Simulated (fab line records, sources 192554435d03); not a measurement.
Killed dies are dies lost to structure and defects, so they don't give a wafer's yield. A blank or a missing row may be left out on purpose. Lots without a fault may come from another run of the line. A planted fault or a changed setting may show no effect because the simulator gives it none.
Which tool did it? | flow n5_finfet | 11 lots, 33 wafers sampled, at 3 steps of a route of 1938

WHAT THE GAUGES READ, wafer by wafer
N5_MIM_TOP_LITHO_CD_MEAS_08: target cd 2000 nm.
lot  | measured     | on        | cd_nm (nm)
L422 | day 12 18:29 | cd_sem-01 | 2000.0 1998.9 2000.3
L428 | day 14 00:40 | cd_sem-02 | 2001.5 2002.8 2000.9
L429 | day 14 11:48 | cd_sem-03 | 1998.8 1999.4 1998.7
L432 | day 14 16:48 | cd_sem-03 | 2001.0 2000.5 2002.8
L436 | day 15 17:23 | cd_sem-02 | 2012.4 2011.7 2011.9
L433 | day 16 00:51 | cd_sem-02 | 2007.9 2009.7 2010.3
L438 | day 16 01:01 | cd_sem-01 | 2002.3 2002.2 2002.3
L439 | day 16 05:22 | cd_sem-03 | 1999.1 2000.9 1999.6
L440 | day 16 16:58 | cd_sem-03 | 2001.6 2000.6 2002.0
L441 | day 17 11:10 | cd_sem-01 | 2001.2 1999.8 2000.3
L443 | day 18 02:46 | cd_sem-02 | 1997.6 1997.5 1998.3

WHICH TOOL RAN EACH LOT (tool, then ch and the chambers of the sampled wafers, then the start)
lot  | N5_MIM_TOP_ALD_00                | N5_MIM_TOP_LITHO_EXPOSE_05
L422 | ald_hk-02 ch 2,3, day 12 13:10   | krf_scanner-01 ch 0, day 12 18:19
L428 | ald_hk-02 ch 0,2,3, day 13 21:52 | krf_scanner-01 ch 0, day 14 00:30
L429 | ald_hk-01 ch 0,1,3, day 14 10:40 | krf_scanner-02 ch 0, day 14 11:37
L432 | ald_hk-01 ch 1,2, day 14 14:59   | krf_scanner-02 ch 0, day 14 16:38
L436 | ald_hk-02 ch 0,2,3, day 15 16:05 | krf_scanner-02 ch 0, day 15 17:13
L433 | ald_hk-01 ch 0,3, day 15 21:34   | krf_scanner-02 ch 0, day 16 00:41
L438 | ald_hk-03 ch 0,1,3, day 15 21:47 | krf_scanner-01 ch 0, day 16 00:50
L439 | ald_hk-03 ch 1,2,3, day 16 03:54 | krf_scanner-01 ch 0, day 16 05:12
L440 | ald_hk-02 ch 0,1,2, day 16 16:04 | krf_scanner-01 ch 0, day 16 16:48
L441 | ald_hk-03 ch 2,3, day 17 09:38   | krf_scanner-01 ch 0, day 17 10:59
L443 | ald_hk-03 ch 0,1, day 17 23:15   | krf_scanner-01 ch 0, day 18 02:35
- N5_MIM_TOP_ALD_00: deposits Al2O3, purge time 3 s, co reactant pulse time 3 s.
- N5_MIM_TOP_LITHO_EXPOSE_05: exposes mask MIM TOP, target cd 2000 nm.

THE ANSWER, worked out from the rows above alone
Rule: what is usual is taken from the lots themselves. Put in order of their means at a reading, lots are off if they are a third of the lots or fewer, leave a main group of 4 or more, and stand apart from it by a gap of 3 or more times the standard deviation of the main group's means; of several such gaps the widest counts. A main group whose means are all the same, to the digits that the tables above print for the reading, isn't used. A lot without any number at a reading at which 4 lots or more have one is off too. The other lots that the step has rows for count as sound.
Off: L436, L433, at N5_MIM_TOP_LITHO_CD_MEAS_08 (cd_nm). The main group: mean 2000.4 nm, standard deviation 1.4.
A tool fits if, at a process step before that reading, it ran every lot that is off, and no sound lot after the first of them. The gauges at N5_MIM_TOP_LITHO_CD_MEAS_08 are tried like those tools. One fits: krf_scanner-02 at N5_MIM_TOP_LITHO_EXPOSE_05. Its last sound lot is L432 (day 14 16:38), its first lot that is off L436 (day 15 17:13): a fault that began between those two fits.

WHAT THE SIMULATOR HAD PUT IN
Process parameter drift: krf_scanner-02, from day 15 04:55 on, at N5_MIM_TOP_LITHO_EXPOSE_05. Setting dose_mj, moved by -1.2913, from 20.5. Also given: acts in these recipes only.
Lots struck among those shown: L436, L433. The rule above found the same.
